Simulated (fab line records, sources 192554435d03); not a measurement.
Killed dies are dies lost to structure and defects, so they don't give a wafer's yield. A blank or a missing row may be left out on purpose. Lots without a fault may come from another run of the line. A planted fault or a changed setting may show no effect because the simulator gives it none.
Split-lot experiment | flow n5_finfet | 7 lots, 39 wafers read, on a route of 1938 steps

THE SPLIT
At N5_BEOL_M13_ETCH_59 (etches BARC in N2/H2, target depth 89 nm, overetch 26.7 nm, time 67.9 s), the setting time_s was moved away from the recipe's 67.9 s on 9 of the 39 wafers read, by -22.6% to +51.1%. The other wafers ran this setting at the recipe's value.

The file shows no step between the split and the reading.

THE READING
coat_of_BEOL_M13_COAT_04.thk_nm (the simulator's own value, which no gauge read), in nm, at N5_BEOL_M13_VIA_ETCH_16 (etches SiOC in C4F8/O2/Ar, target depth 921.7 nm). The file gives no usual value for it. The 30 wafers here that ran the recipe average 71.2 nm, standard deviation 3.9 nm.

wafer  | tool, chamber at the split | time_s as run, s | against the recipe | coat_of_BEOL_M13_COAT_04.thk_nm, nm | against lot-mates on the recipe
L074.1 | rie_diel-06, 0             | 95               | +39.9%             | 53.8                                | -19.3
L074.2 | rie_diel-06, 1             | 67.9             | recipe             | 74.6                                | -
L074.3 | rie_diel-06, 2             | 95               | +39.9%             | 53.6                                | -19.5
L074.4 | rie_diel-06, 3             | 95               | +39.9%             | 44.8                                | -28.3
L074.5 | rie_diel-06, 0             | 67.9             | recipe             | 73.2                                | -
L074.6 | rie_diel-06, 3             | 67.9             | recipe             | 71.6                                | -
L078.1 | rie_diel-06, 0             | 67.9             | recipe             | 73.8                                | -
L078.2 | rie_diel-06, 1             | 67.9             | recipe             | 73                                  | -
L078.3 | rie_diel-06, 3             | 67.9             | recipe             | 68.6                                | -
L078.4 | rie_diel-06, 1             | 67.9             | recipe             | 71.8                                | -
L078.5 | rie_diel-06, 0             | 67.9             | recipe             | 70.6                                | -
L078.6 | rie_diel-06, 3             | 67.9             | recipe             | 65.4                                | -
L079.1 | rie_diel-06, 3             | 67.9             | recipe             | 67.6                                | -
L079.2 | rie_diel-06, 1             | 102.6            | +51.1%             | 40.2                                | -30.8
L079.3 | rie_diel-06, 0             | 102.6            | +51.1%             | 50                                  | -21.0
L079.4 | rie_diel-06, 0             | 67.9             | recipe             | 71.2                                | -
L079.5 | rie_diel-06, 3             | 67.9             | recipe             | 74.2                                | -
L079.6 | rie_diel-06, 1             | 102.6            | +51.1%             | 33.4                                | -37.6
L082.1 | rie_diel-03, 0             | 67.9             | recipe             | 77                                  | -
L082.2 | rie_diel-03, 1             | 67.9             | recipe             | 74.4                                | -
L082.3 | rie_diel-03, 3             | 67.9             | recipe             | 76.6                                | -
L082.4 | rie_diel-03, 3             | 67.9             | recipe             | 72                                  | -
L082.5 | rie_diel-03, 0             | 67.9             | recipe             | 72.4                                | -
L082.6 | rie_diel-03, 1             | 67.9             | recipe             | 71                                  | -
L081.2 | rie_diel-03, 1             | 67.9             | recipe             | 66.2                                | -
L081.3 | rie_diel-03, 3             | 67.9             | recipe             | 62.4                                | -
L081.6 | rie_diel-03, 0             | 67.9             | recipe             | 66.4                                | -
L085.1 | rie_diel-06, 1             | 67.9             | recipe             | 70.4                                | -
L085.2 | rie_diel-06, 0             | 52.55            | -22.6%             | 92.8                                | +22.7
L085.3 | rie_diel-06, 3             | 67.9             | recipe             | 73.4                                | -
L085.4 | rie_diel-06, 2             | 52.55            | -22.6%             | 78.2                                | +8.1
L085.5 | rie_diel-06, 1             | 52.55            | -22.6%             | 83                                  | +12.9
L085.6 | rie_diel-06, 2             | 67.9             | recipe             | 66.4                                | -
L087.1 | rie_diel-03, 1             | 67.9             | recipe             | 76.4                                | -
L087.2 | rie_diel-03, 3             | 67.9             | recipe             | 74                                  | -
L087.3 | rie_diel-03, 1             | 67.9             | recipe             | 76.6                                | -
L087.4 | rie_diel-03, 3             | 67.9             | recipe             | 65.8                                | -
L087.5 | rie_diel-03, 1             | 67.9             | recipe             | 73.4                                | -
L087.6 | rie_diel-03, 3             | 67.9             | recipe             | 64.8                                | -

THE FIT
A straight line over all 39 wafers: coat_of_BEOL_M13_COAT_04.thk_nm changes by -0.564 nm for each +1% of time_s; r = -0.92; the points scatter about the line by 4.6 nm.
The same after taking each lot's own level away (the mean of its wafers on the recipe; 39 wafers): -0.585 nm for each +1%; r = -0.94; scatter 4 nm.
On that fit, the largest move of time_s shifts the reading by 30 nm.
The lots' own levels span 65.00 to 73.90 nm, that is 2.3 times the standard deviation above.
So the lot-to-lot level changes the slope little: the two slopes agree.
Check: with one of the wafers moved furthest among these (+51.1%) left out of the fit, the line predicts -29.5 nm for it against its lot-mates. It came out at -30.8 nm against them.

OTHER SPLITS ON THESE WAFERS
These wafers also went through other splits before the reading. Each is held against what the fit with the lots' levels taken away leaves over:
other split on the same wafers   | wafers away from the commonest value | r with coat_of_BEOL_M13_COAT_04.thk_nm (lot level and that fit taken away)
N5_BEOL_M8_TRENCH_ETCH_37 time_s | 18                                   | +0.23
N5_BEOL_M11_DESCUM_16 time_s     | 18                                   | -0.22

THE WHOLE CHAIN: every reading that the file lists as answering this split, in the file's order
step                    | what it does                                                            | reading                                                                          | change (the file's fit)               | r (the file's)
N5_BEOL_M13_ETCH_59     | etches BARC in N2/H2, target depth 89 nm, overetch 26.7 nm, time 67.9 s | coat_of_BEOL_M13_COAT_04.thk_nm (the simulator's own value, which no gauge read) | -0.62 nm for each +1% of the setting  | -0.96
N5_BEOL_M13_VIA_ETCH_16 | etches SiOC in C4F8/O2/Ar, target depth 921.7 nm                        | coat_of_BEOL_M13_COAT_04.thk_nm (the simulator's own value, which no gauge read) | -0.583 nm for each +1% of the setting | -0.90
N5_BEOL_M13_STRIP_63    | strips in N2/H2                                                         | strip_time_to_endpoint_s                                                         | withheld for each +1% of the setting  | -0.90

THE FILE'S OWN FIT
coat_of_BEOL_M13_COAT_04.thk_nm changes by -0.583 nm for each +1% of time_s, r = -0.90.
